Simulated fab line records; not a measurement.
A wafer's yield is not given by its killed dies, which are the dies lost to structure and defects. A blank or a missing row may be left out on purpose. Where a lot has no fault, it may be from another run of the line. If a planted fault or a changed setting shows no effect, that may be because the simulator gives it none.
fab line records	flow n5Finfet
record: lots: 9	wafers: 26	lastDay: 17
route steps=1938 shown MOL_CONTACT_COAG@535 BEOL_M4@1111 PASSIVATION@1936
lots that met no fault: taken from a fault-free run of the same line
startH: hours from the record's first day to the start of the lot's first wafer shown	waitH: time in hours since the lot's previous step	" unchanged from the row above	L1.1+2: several wafers, shown together as one row	- either no value or no given start	* or withheld: withheld	< > ~ a bound
route shown NAME@n: a module of which the file shows steps, and the number in the route of the first	usual: mean and standard deviation over wafers with no fault	same: alike in all rows	chamber/n: place in a boat	sites: per-site readings	_std_site: how widely they spread, as a standard deviation	_edge_site: inner sites' mean taken away from outer sites' mean	radiusMm: for every site, how far away it sits from the centre of the wafer	mask NAME#n: copy n	behind: the last tool/chamber to shape the wafer	hold: why the lot went on hold/how many hours it stayed there/how the hold came to an end	device: which transistor (n, p or np) failed to switch	end of line: the same wafers' tests at the end of the route	step lacking rows: just its recipe	killed: dies that structure and defects cost at the first sort, which is not the same as the wafer's yield	map: dies across one wafer; x = killed, . = not, _ = none there
set.NAME: the setting the step ran with; set.NAME@STEP: the setting that earlier step ran with	model.NAME: the simulator's own value behind a step, which no gauge read
one table for each step of the route and one row for each wafer, over a sample of lots
services: from which hour (startH, from the record's first day; less than 0 if before it) a tool's chamber was out of use, for how many hours, and why
== steps ==
step: N5_MOL_CONTACT_COAG_CONTACT_ETCH_14
recipe: chemistry: C4F6/O2	target: SiO2	targetDepthA: 275	overetchA: 85	maskMaterial: SOC	pressureMtorr: 30	sourceW: 370	biasW: 185	Ar_flow_sccm: 300	C4F6_flow_sccm: 16	O2_flow_sccm: 10	timeS: 20	ionEnergyEv: 259.6
usual: drypumpMotorCurrentA: 5.7/0.47	oesProductAu: 0.64/0.059	rfVppV: 694.3/2.9	showerheadPlenumPTorr: 2.93/0.079	throttleValvePct: 21.30/0.26
lot.wafer	tool	chamber	startH	waitH	drypumpMotorCurrentA	oesProductAu	rfHoursCounterH	rfVppV	showerheadPlenumPTorr	throttleValvePct
L913.2	rieDiel-04	1	108.28	0.0	5.1	0.62	201	697.2	2.97	21.60
L913.3	"	2	"	"	4.8	0.60	211	694.5	2.96	21.60
L916.1	rieDiel-04	2	123.69	0.0	4.8	0.59	216	696.6	2.96	21.60
L916.5	"	2	"	"	4.8	0.60	-	695.5	2.96	21.61
L916.6	"	1	"	"	5.1	0.61	-	695.8	2.97	21.59
L917.1	rieDiel-05	1	132.14	0.0	5.2	0.62	233	693.4	2.96	21.52
L917.5	"	0	"	"	6.1	0.65	-	696.5	2.97	20.98
L917.6	"	2	"	"	6.3	0.71	-	697.7	3.05	21.31
L918.1	rieDiel-04	2	136.84	0.0	4.8	0.59	223	696.8	2.95	21.60
L918.3	"	3	"	"	5.4	0.59	252	690.6	2.86	21.51
L918.5	"	1	"	"	5.1	0.60	-	697.2	2.96	21.60
L919.1	rieDiel-04	3	143.38	0.0	5.4	0.59	254	690.8	2.86	21.51
L919.2	"	2	"	"	4.8	0.59	226	694.0	2.95	21.62
L919.5	"	2	"	"	4.8	0.60	-	694.4	2.95	21.62
L920.1	rieDiel-05	0	149.18	0.0	6.0	0.64	183	695.8	2.97	20.99
L920.3	"	1	"	"	5.2	0.60	240	694.6	2.96	21.55
L920.4	"	2	"	"	6.4	0.70	88	698.1	3.05	21.30
L931.1	rieDiel-06	1	215.38	0.0	6.1	0.59	239	691.6	2.86	21.37
L931.3	"	0	"	"	5.7	0.66	143	692.8	2.89	21.10
L931.6	"	3	"	"	5.8	0.61	-	690.3	2.87	21.57
L932.2	rieDiel-06	0	222.34	0.0	5.7	0.65	146	693.6	2.89	21.13
L932.3	"	1	"	"	6.2	0.59	242	689.7	2.86	21.36
L932.6	"	1	"	"	6.1	0.59	-	691.7	2.86	21.35
L933.1	rieDiel-04	3	225.34	0.0	5.4	0.77	20	691.0	2.85	21.21
L933.3	"	1	"	"	5.1	0.59	249	694.3	2.95	21.64
L933.6	"	3	"	"	5.4	0.78	-	691.3	2.85	21.22
step: N5_MOL_CONTACT_COAG_ETCH_15
recipe: chemistry: CH3F/O2	target: SiNx	targetDepthA: 70	maskMaterial: SOC	stopOn: Si:P	overEtchFrac: 0.75	ionEnergyEv: 120	pressureMtorr: 30	sourceW: 395	biasW: 73	Ar_flow_sccm: 150	CH3F_flow_sccm: 30	O2_flow_sccm: 20
usual: drypumpMotorCurrentA: 5.7/0.47	oesProductAu: 0.55/0.051	rfVppV: 298/13	showerheadPlenumPTorr: 2.04/0.058	throttleValvePct: 16.39/0.25
lot.wafer	tool	chamber	startH	waitH	drypumpMotorCurrentA	oesProductAu	rfHoursCounterH	rfVppV	showerheadPlenumPTorr	throttleValvePct
L913.2	rieDiel-04	1	108.31	0.0	5.1	0.53	201	290	2.07	16.69
L913.3	"	2	"	"	4.8	0.52	211	306	2.06	16.64
L916.1	rieDiel-04	2	123.73	0.0	4.8	0.52	216	307	2.06	16.65
L916.5	"	2	"	"	4.8	0.51	-	307	2.06	16.66
L916.6	"	1	"	"	5.1	0.52	-	290	2.07	16.70
L917.1	rieDiel-05	1	132.17	0.0	5.2	0.52	233	305	2.06	16.62
L917.5	"	0	"	"	6.1	0.56	-	305	2.07	16.15
L917.6	"	2	"	"	6.3	0.60	-	276	2.13	16.29
L918.1	rieDiel-04	2	136.88	0.0	4.8	0.52	223	305	2.05	16.67
L918.3	"	3	"	"	5.4	0.51	252	297	1.99	16.60
L918.5	"	1	"	"	5.1	0.52	-	291	2.06	16.72
L919.1	rieDiel-04	3	143.42	0.0	5.4	0.51	254	296	1.99	16.62
L919.2	"	2	"	"	4.8	0.51	226	304	2.05	16.67
L919.5	"	2	"	"	4.8	0.51	-	306	2.05	16.69
L920.1	rieDiel-05	0	149.22	0.0	6.1	0.55	183	304	2.07	16.17
L920.3	"	1	"	"	5.2	0.53	240	305	2.06	16.62
L920.4	"	2	"	"	6.3	0.60	88	276	2.12	16.32
L931.1	rieDiel-06	1	215.41	0.0	6.1	0.51	239	309	1.98	16.46
L931.3	"	0	"	"	5.7	0.56	143	319	2.01	16.20
L931.6	"	3	"	"	5.8	0.53	-	311	1.99	16.63
L932.2	rieDiel-06	0	222.37	0.0	5.7	0.55	146	319	2.01	16.21
L932.3	"	1	"	"	6.1	0.51	242	308	1.98	16.46
L932.6	"	1	"	"	6.2	0.51	-	308	1.98	16.45
L933.1	rieDiel-04	3	225.37	0.0	5.4	0.66	20	296	1.98	16.20
L933.3	"	1	"	"	5.1	0.50	249	289	2.05	16.77
L933.6	"	3	"	"	5.4	0.66	-	296	1.98	16.20
step: N5_MOL_CONTACT_COAG_ETCH_110
recipe: chemistry: CF4/O2	target: Si	targetDepthA: 25	timeS: 8	pressureMtorr: 100	sourceW: 200	biasW: 12	ionEnergyEv: 60	Ar_flow_sccm: 100	cf4FlowSccm: 100	O2_flow_sccm: 10
usual: drypumpMotorCurrentA: 5.7/0.47	oesProductAu: 0.75/0.081	rfVppV: 128/6.5	showerheadPlenumPTorr: 2.27/0.062	throttleValvePct: 10.86/0.27
lot.wafer	tool	chamber	startH	waitH	drypumpMotorCurrentA	oesProductAu	rfHoursCounterH	rfVppV	showerheadPlenumPTorr	throttleValvePct
L913.2	rieDiel-04	1	108.37	0.0	5.1	0.72	201	123	2.29	11.13
L913.3	"	2	"	"	4.8	0.70	211	132	2.29	11.10
L916.1	rieDiel-04	2	123.79	0.0	4.8	0.68	216	132	2.29	11.11
L916.5	"	2	"	"	4.8	0.68	-	131	2.29	11.12
L916.6	"	1	"	"	5.1	0.71	-	124	2.29	11.14
L917.1	rieDiel-05	1	132.23	0.0	5.2	0.72	233	130	2.29	11.13
L917.5	"	0	"	"	6.1	0.76	-	130	2.31	10.77
L917.6	"	2	"	"	6.3	0.85	-	119	2.35	10.61
L918.1	rieDiel-04	2	136.94	0.0	4.8	0.68	223	131	2.28	11.12
L918.3	"	3	"	"	5.4	0.67	252	127	2.19	11.05
L918.5	"	1	"	"	5.1	0.71	-	124	2.29	11.19
L919.1	rieDiel-04	3	143.48	0.0	5.4	0.67	254	126	2.19	11.07
L919.2	"	2	"	"	4.8	0.68	226	131	2.28	11.16
L919.5	"	2	"	"	4.8	0.68	-	134	2.28	11.16
L920.1	rieDiel-05	0	149.28	0.0	6.0	0.77	183	132	2.31	10.76
L920.3	"	1	"	"	5.2	0.72	240	130	2.29	11.14
L920.4	"	2	"	"	6.3	0.84	88	117	2.35	10.64
L931.1	rieDiel-06	1	215.47	0.0	6.1	0.66	239	134	2.21	11.01
L931.3	"	0	"	"	5.7	0.74	143	138	2.23	10.65
L931.6	"	3	"	"	5.8	0.73	-	134	2.22	11.07
L932.2	rieDiel-06	0	222.43	0.0	5.7	0.74	146	139	2.23	10.69
L932.3	"	1	"	"	6.1	0.65	242	134	2.21	11.01
L932.6	"	1	"	"	6.1	0.66	-	133	2.21	11.01
L933.1	rieDiel-04	3	225.43	0.0	5.4	0.91	20	127	2.18	10.38
L933.3	"	1	"	"	5.1	0.69	249	124	2.28	11.27
L933.6	"	3	"	"	5.4	0.91	-	129	2.18	10.40
step: N5_MOL_CONTACT_COAG_IMPLANT_129
recipe: species: Ge	energyKev: 3	doseCm2: 6e+14	tiltDeg: 0	rotationDeg: 0
usual: beamEnergyKeV: 3.0001/0.001	doseIonsCm2: 5.999e+14/6.4e+11	endStationPressureTorr: 5.85e-06/2.9e-07
lot.wafer	tool	chamber	startH	waitH	beamEnergyKeV	doseIonsCm2	endStationPressureTorr
L913.2	implanter-02	0	108.56	0.1	3.0011	5.998e+14	6.15e-06
L913.3	"	0	"	"	3.0002	6e+14	5.9e-06
L916.1	implanter-02	0	123.94	0.0	3.0000	5.999e+14	5.7e-06
L916.5	"	0	"	"	3.0025	6.004e+14	5.41e-06
L916.6	"	0	"	"	3.0014	5.995e+14	5.87e-06
L917.1	implanter-02	0	132.38	0.0	9.0755	5.999e+14	1.179e-05
L917.5	"	0	"	"	9.0739	5.995e+14	1.033e-05
L917.6	"	0	"	"	9.0738	5.996e+14	1.109e-05
L918.1	implanter-02	0	137.09	0.0	9.0732	6.009e+14	1.078e-05
L918.3	"	0	"	"	9.0761	6.005e+14	1.036e-05
L918.5	"	0	"	"	9.0739	6.012e+14	1.124e-05
L919.1	implanter-02	0	143.63	0.0	9.0757	5.989e+14	1.143e-05
L919.2	"	0	"	"	9.0774	5.992e+14	1.081e-05
L919.5	"	0	"	"	9.0761	5.98e+14	1.084e-05
L920.1	implanter-02	0	149.43	0.0	9.0744	5.997e+14	1.157e-05
L920.3	"	0	"	"	9.0748	6.008e+14	1.212e-05
L920.4	"	0	"	"	9.0751	5.99e+14	1.098e-05
L931.1	implanter-01	0	215.63	0.0	3.0012	6.005e+14	5.88e-06
L931.3	"	0	"	"	3.0005	5.999e+14	5.82e-06
L931.6	"	0	"	"	3.0007	6e+14	6e-06
L932.2	implanter-02	0	222.62	0.1	3.0008	6.004e+14	5.68e-06
L932.3	"	0	"	"	3.0000	5.997e+14	5.67e-06
L932.6	"	0	"	"	3.0017	5.999e+14	5.75e-06
L933.1	implanter-01	0	225.59	0.0	2.9995	6.002e+14	5.89e-06
L933.3	"	0	"	"	3.0001	5.998e+14	5.27e-06
L933.6	"	0	"	"	3.0014	6.009e+14	5.86e-06
step: N5_BEOL_M4_RC_MEAS_101
usual: DIBL_N: 37.5/2	DIBL_P: 37.5/2.5	IOFF_N: 0.18/0.042	IOFF_P: 0.24/0.046	ION_N: 677/15	ION_P: 464/9.5	SS_N: 72.0/0.76	SS_P: 73.6/0.79	VT_N: 249/3.5	VT_P: -249/3.2
lot.wafer	tool	chamber	startH	waitH	DIBL_N[mV/V]	DIBL_P[mV/V]	IOFF_N[nA/um]	IOFF_P[nA/um]	ION_N[uA/um]	ION_P[uA/um]	SS_N[mV/dec]	SS_P[mV/dec]	VT_N[mV]	VT_P[mV]
L913.2	prober-01	0	181.31	0.2	36.9	37.5	0.16	0.20	657	451	72.8	73.8	251	-256
L913.3	"	0	"	"	37.5	39.2	0.18	0.23	670	455	72.1	74.4	249	-250
L916.1	prober-02	0	202.69	0.0	37.3	36.9	0.17	0.24	678	469	71.4	74.0	249	-249
L916.5	"	0	"	"	39.1	38.0	0.20	0.26	684	472	72.7	74.2	248	-247
L916.6	"	0	"	"	34.8	35.0	0.13	0.23	650	454	71.0	74.0	250	-248
L917.1	prober-02	0	204.86	0.0	36.8	37.1	0.14	0.21	642	441	70.7	73.9	255	-255
L917.5	"	0	"	"	38.7	38.1	0.18	0.22	676	456	71.8	73.3	248	-253
L917.6	"	0	"	"	34.1	33.1	0.11	0.16	665	460	70.6	72.8	254	-257
L918.1	prober-02	0	216.10	0.0	34.7	33.6	0.11	0.14	654	446	70.5	71.5	258	-255
L918.3	"	0	"	"	42.7	45.1	0.29	0.34	691	465	73.4	75.7	244	-245
L918.5	"	0	"	"	37.1	37.2	0.16	0.18	663	448	71.6	73.4	253	-254
L919.1	prober-02	0	221.05	0.0	38.8	39.8	0.21	0.26	688	467	71.1	74.3	244	-246
L919.2	"	0	"	"	38.0	37.3	0.18	0.21	674	457	71.7	73.2	252	-251
L919.5	"	0	"	"	39.1	39.7	0.19	0.25	664	460	71.3	74.1	248	-249
L920.1	prober-01	0	224.89	0.0	39.3	41.9	0.23	0.28	680	461	72.4	75.0	245	-249
L920.3	"	0	"	"	33.9	33.9	0.13	0.16	650	447	71.5	73.0	253	-255
L920.4	"	0	"	"	38.0	41.3	0.21	0.26	691	466	71.9	74.9	246	-250
L931.1	prober-02	0	294.48	0.0	39.4	38.3	0.23	0.24	708	470	72.3	74.6	244	-249
L931.3	"	0	"	"	37.3	34.9	0.18	0.19	685	465	71.6	72.8	248	-250
L931.6	"	0	"	"	37.4	36.5	0.18	0.20	693	467	72.1	73.8	247	-251
L932.2	prober-01	0	305.41	0.2	39.4	39.4	0.22	0.25	683	457	72.8	74.8	244	-249
L932.3	"	0	"	"	34.4	34.4	0.12	0.18	672	465	71.4	73.1	251	-254
L932.6	"	0	"	"	39.7	40.4	0.23	0.28	697	474	72.3	74.5	241	-249
L933.1	prober-02	0	307.06	0.0	37.1	36.8	0.19	0.20	668	454	72.8	73.0	248	-253
L933.3	"	0	"	"	35.2	35.5	0.13	0.18	659	452	71.5	73.1	251	-253
L933.6	"	0	"	"	38.5	38.6	0.20	0.23	673	457	72.3	74.2	248	-249
step: N5_PASSIVATION_PROBE_49
usual: defectLimitedYield: 91.8/1.5	killed_at_M0_to_M3: 33/11	killed_at_M4_up: 13/5	killedAtContacts: 11/5.6	killedAtFrontEnd: 36/12	killedAtOther: 3.4/2.5	killedDies: 97/18	killedOpen: 64/13	killedShort: 31/6.9	sort_bin_4_leakage: 0.01/0.048	sort_bin_5_function: 4.8/1	sort_bin_6_memory: 3.1/0.64	sort_bin_8_speed: 0.00/0.014	sortNPass: 1083/18	sortYieldPct: 91.8/1.5
same: grossDies: 1180	killedAtBackSide: 0
lot.wafer	tool	chamber	startH	waitH	defectLimitedYield[%]	killed_at_M0_to_M3	killed_at_M4_up	killedAtContacts	killedAtFrontEnd	killedAtOther	killedDies	killedOpen	killedShort	sort_bin_4_leakage[%]	sort_bin_5_function[%]	sort_bin_6_memory[%]	sort_bin_8_speed[%]	sortNPass	sortYieldPct[%]
L917.1	prober-02	-	311.83	0.0	91.9	31	14	17	32	1	95	64	31	0	4.2	3.6	0.08	1084	91.9
L917.6	prober-02	-	312.08	0.3	93.8	23	9	11	29	1	73	42	31	0	3.0	2.5	0	1107	93.8
L920.1	prober-01	-	325.45	0.0	90.9	34	13	11	49	0	107	65	27	0	4.8	3.2	0	1073	90.9
L920.3	prober-01	-	325.55	0.1	92.8	24	23	11	27	0	85	51	32	0	4.3	2.8	0	1095	92.8
L920.4	prober-01	-	325.60	0.2	91.3	20	15	13	53	2	103	70	21	0	4.5	3.1	0	1077	91.3
L918.5	prober-01	-	327.64	0.2	91.2	32	13	19	36	4	104	72	32	0	5.2	3.4	0	1076	91.2
killed by level:class
L917.1 MOL_CONTACT_COAG:geometricParticle:open=14 BEOL_M0_SAQP:geometricParticle:open=10 BEOL_M0_SAQP:geometricParticle:short=8 BEOL_M3:geometricParticle:open=5 STARTING-WAFER:geometricParticle:open=5 DUMMY_GATE:geometricParticle:open=4 ILD0:geometricParticle:short=4 GATE_CUT:geometricParticle:open=4
L917.6 GATE_CUT:geometricParticle:short=10 MOL_CONTACT_COAG:geometricParticle:open=8 GATE_CUT:geometricParticle:open=6 BEOL_M0_SAQP:geometricParticle:open=5 BEOL_M0_SAQP:geometricParticle:short=5 BEOL_M1:geometricParticle:open=4 MOL_CONTACT_COAG:geometricParticle:short=3 STARTING-WAFER:geometricParticle:open=3
L920.1 HKMG_FIN:areaEtch=11 MOL_CONTACT_COAG:geometricParticle:open=10 BEOL_M0_SAQP:geometricParticle:open=10 BEOL_M0_SAQP:geometricParticle:short=8 BEOL_M1:geometricParticle:open=8 FIN_SAQP:geometricParticle:open=6 DUMMY_GATE:geometricParticle:open=6 FIN_SAQP:geometricParticle:short=5
L920.3 MOL_CONTACT_COAG:geometricParticle:open=8 BEOL_M4:geometricParticle:open=8 BEOL_M0_SAQP:geometricParticle:short=7 FIN_SAQP:geometricParticle:open=6 BEOL_M0_SAQP:geometricParticle:open=5 BEOL_M2:geometricParticle:open=5 BEOL_M4:geometricParticle:short=5 STARTING-WAFER:geometricParticle:open=5
L920.4 STI_FIN_REVEAL:geometricParticle:open=21 MOL_CONTACT_COAG:geometricParticle:open=10 HKMG_FIN:areaEtch=10 BEOL_M2:geometricParticle:open=9 FIN_SAQP:geometricParticle:open=8 DUMMY_GATE:geometricParticle:open=4 MOL_CONTACT_COAG:geometricParticle:short=3 BEOL_M2:geometricParticle:short=3
L918.5 MOL_CONTACT_COAG:geometricParticle:open=13 STI_FIN_REVEAL:geometricParticle:open=12 BEOL_M2:geometricParticle:open=7 BEOL_M3:geometricParticle:open=7 FIN_SAQP:geometricParticle:open=6 MOL_CONTACT_COAG:geometricParticle:short=6 BEOL_M0_SAQP:geometricParticle:short=6 BEOL_M0_SAQP:geometricParticle:open=5
== services ==
tool	chamber	startH	hours	kind
rieDiel-06	3	86.99	2.4	repair
rieDiel-06	2	88.53	27.7	repair
implanter-01	-	91.01	118.4	pm
rieDiel-04	0	110.81	-	clean
rieDiel-04	0	110.81	-	consumableReplace:focusRing
rieDiel-05	3	131.35	-	clean
rieDiel-05	3	131.35	-	consumableReplace:focusRing
rieDiel-05	3	131.35	-	consumableReplace:showerhead
rieDiel-05	3	131.35	13.3	scheduledDown
rieDiel-05	3	131.35	13.3	ventCycle
rieDiel-04	3	148.63	-	clean
rieDiel-04	3	148.63	-	consumableReplace:focusRing
rieDiel-04	3	148.63	22.8	scheduledDown
rieDiel-04	3	148.63	22.8	ventCycle
rieDiel-05	1	178.48	-	clean
rieDiel-05	1	178.48	-	consumableReplace:focusRing
rieDiel-05	1	178.48	18.8	scheduledDown
rieDiel-06	0	207.22	4.4	repair
implanter-02	-	209.47	3.4	pm
rieDiel-04	2	217.90	5.7	repair
rieDiel-04	2	223.62	-	clean
rieDiel-04	2	223.62	-	consumableReplace:focusRing
rieDiel-04	2	223.62	14.5	scheduledDown
rieDiel-04	2	223.62	14.5	ventCycle
== key ==
firstSign: step: N5_MOL_CONTACT_COAG_IMPLANT_129	reading: beamEnergyKeV	direction: up	sigmas: 99+	usual: 3.0001	struck: 9.0750
effect: step: N5_MOL_CONTACT_COAG_IMPLANT_129	reading: endStationPressureTorr	direction: up	sigmas: 18	usual: 5.85e-06	struck: 1.111e-05
metAt N5_MOL_CONTACT_COAG_IMPLANT_129
struckLots L917,L918,L919,L920
baselineLoss: step: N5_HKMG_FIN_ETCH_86	wafers: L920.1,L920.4
notActingAt N5_MOL_CONTACT_COAG_CONTACT_ETCH_14,N5_MOL_CONTACT_COAG_ETCH_15,N5_MOL_CONTACT_COAG_ETCH_110
onsetBetween 123.94 132.38
fault: kind: processParameterDrift	tool: implanter-02	chamber: -	onsetH: 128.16	steps: N5_MOL_CONTACT_COAG_IMPLANT_129	channel: energyKev	offset: 6.0755	shape: step	endH: 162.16	actsIn: theseRecipesOnly	stated: 3
baselineLoss: these wafers lose ten dies or more at that step, a loss of the line's own and not of a fault; the sort's usual values leave them out
